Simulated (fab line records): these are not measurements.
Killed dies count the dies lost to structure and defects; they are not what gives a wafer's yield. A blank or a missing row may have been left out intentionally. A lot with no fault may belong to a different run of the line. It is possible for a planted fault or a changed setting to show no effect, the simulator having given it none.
Matching of chambers || flow nandHarc || NHARC_THIN_TSV_ETCH_44 on rieDiel-03 has 4 sister chambers
The step etches the open film in CF4/O2, target depth 1594.2 nm, time 797.1 s. 16 wafers are shown with their chamber, then 7 later ones without.

EACH WAFER AND ITS CHAMBER
{"wafer": "L780.1", "chamber": 1, "drypumpMotorCurrentA (A)": 6.3, "rfVppV (V)": 801, "oesProductAu (a.u.)": 0.991}
{"wafer": "L780.2", "chamber": 3, "drypumpMotorCurrentA (A)": 5.0, "rfVppV (V)": 797, "oesProductAu (a.u.)": 0.994}
{"wafer": "L780.3", "chamber": 0, "drypumpMotorCurrentA (A)": 5.9, "rfVppV (V)": 793, "oesProductAu (a.u.)": 0.995}
{"wafer": "L779.3", "chamber": 1, "drypumpMotorCurrentA (A)": 6.3, "rfVppV (V)": 801, "oesProductAu (a.u.)": 0.990}
{"wafer": "L779.5", "chamber": 2, "drypumpMotorCurrentA (A)": 5.7, "rfVppV (V)": 786, "oesProductAu (a.u.)": 1.003}
{"wafer": "L779.6", "chamber": 1, "drypumpMotorCurrentA (A)": 6.3, "rfVppV (V)": 800, "oesProductAu (a.u.)": 0.995}
{"wafer": "L778.1", "chamber": 3, "drypumpMotorCurrentA (A)": 4.9, "rfVppV (V)": 799, "oesProductAu (a.u.)": 0.998}
{"wafer": "L778.2", "chamber": 2, "drypumpMotorCurrentA (A)": 5.7, "rfVppV (V)": 786, "oesProductAu (a.u.)": 0.993}
{"wafer": "L778.5", "chamber": 1, "drypumpMotorCurrentA (A)": 6.3, "rfVppV (V)": 800, "oesProductAu (a.u.)": 0.990}
{"wafer": "L781.2", "chamber": 2, "drypumpMotorCurrentA (A)": 5.7, "rfVppV (V)": 787, "oesProductAu (a.u.)": 1.002}
{"wafer": "L781.3", "chamber": 1, "drypumpMotorCurrentA (A)": 6.3, "rfVppV (V)": 801, "oesProductAu (a.u.)": 0.996}
{"wafer": "L781.6", "chamber": 0, "drypumpMotorCurrentA (A)": 5.9, "rfVppV (V)": 793, "oesProductAu (a.u.)": 0.988}
{"wafer": "L783.3", "chamber": 1, "drypumpMotorCurrentA (A)": 6.3, "rfVppV (V)": 801, "oesProductAu (a.u.)": 0.998}
{"wafer": "L783.4", "chamber": 0, "drypumpMotorCurrentA (A)": 6.0, "rfVppV (V)": 794, "oesProductAu (a.u.)": 0.991}
{"wafer": "L783.5", "chamber": 2, "drypumpMotorCurrentA (A)": 5.7, "rfVppV (V)": 787, "oesProductAu (a.u.)": 0.996}
{"wafer": "L789.1", "chamber": 0, "drypumpMotorCurrentA (A)": 6.0, "rfVppV (V)": 793, "oesProductAu (a.u.)": 0.999}

SIGNATURES (means of the wafers above)
{"reading": "drypumpMotorCurrentA", "chamber 0": 5.950, "chamber 1": 6.300, "chamber 2": 5.700, "chamber 3": 4.950, "scatter within a chamber": 0.0354}
{"reading": "rfVppV", "chamber 0": 793.25, "chamber 1": 800.67, "chamber 2": 786.50, "chamber 3": 798.00, "scatter within a chamber": 0.651}
{"reading": "oesProductAu", "chamber 0": 0.99325, "chamber 1": 0.99333, "chamber 2": 0.99850, "chamber 3": 0.99600, "scatter within a chamber": 0.00413}
Rule: distance of a wafer from a chamber = root of the sum over the readings of ((wafer's reading minus chamber's mean) / reading's scatter) squared. The wafer belongs to the nearest chamber; if the next one is less than 2 further off, it can't be placed. The scatter: the root of (the sum of the squares of (reading less its chamber's mean) over the shown wafers, divided by (wafers less chambers)).

WAFERS WITHOUT THEIR CHAMBER
{"wafer": "L789.3", "drypumpMotorCurrentA (A)": 5.6, "rfVppV (V)": 788, "oesProductAu (a.u.)": 1.000}
{"wafer": "L789.5", "drypumpMotorCurrentA (A)": 6.0, "rfVppV (V)": 794, "oesProductAu (a.u.)": 1.003}
{"wafer": "L790.1", "drypumpMotorCurrentA (A)": 6.3, "rfVppV (V)": 801, "oesProductAu (a.u.)": 1.003}
{"wafer": "L790.4", "drypumpMotorCurrentA (A)": 5.7, "rfVppV (V)": 788, "oesProductAu (a.u.)": 1.006}
{"wafer": "L790.5", "drypumpMotorCurrentA (A)": 4.9, "rfVppV (V)": 798, "oesProductAu (a.u.)": 1.006}
{"wafer": "L798.1", "drypumpMotorCurrentA (A)": 6.3, "rfVppV (V)": 802, "oesProductAu (a.u.)": 1.000}
{"wafer": "L798.3", "drypumpMotorCurrentA (A)": 5.0, "rfVppV (V)": 797, "oesProductAu (a.u.)": 0.999}

WHICH CHAMBER EACH ONE RAN IN
{"wafer": "L789.3", "from the rows above": 2, "in truth": 2}
{"wafer": "L789.5", "from the rows above": 0, "in truth": 0}
{"wafer": "L790.1", "from the rows above": 1, "in truth": 1}
{"wafer": "L790.4", "from the rows above": 2, "in truth": 2}
{"wafer": "L790.5", "from the rows above": 3, "in truth": 3}
{"wafer": "L798.1", "from the rows above": 1, "in truth": 1}
{"wafer": "L798.3", "from the rows above": 3, "in truth": 3}
Correctly placed: 7 of 7. Not placeable from these rows: 0. 0 placed wrongly.
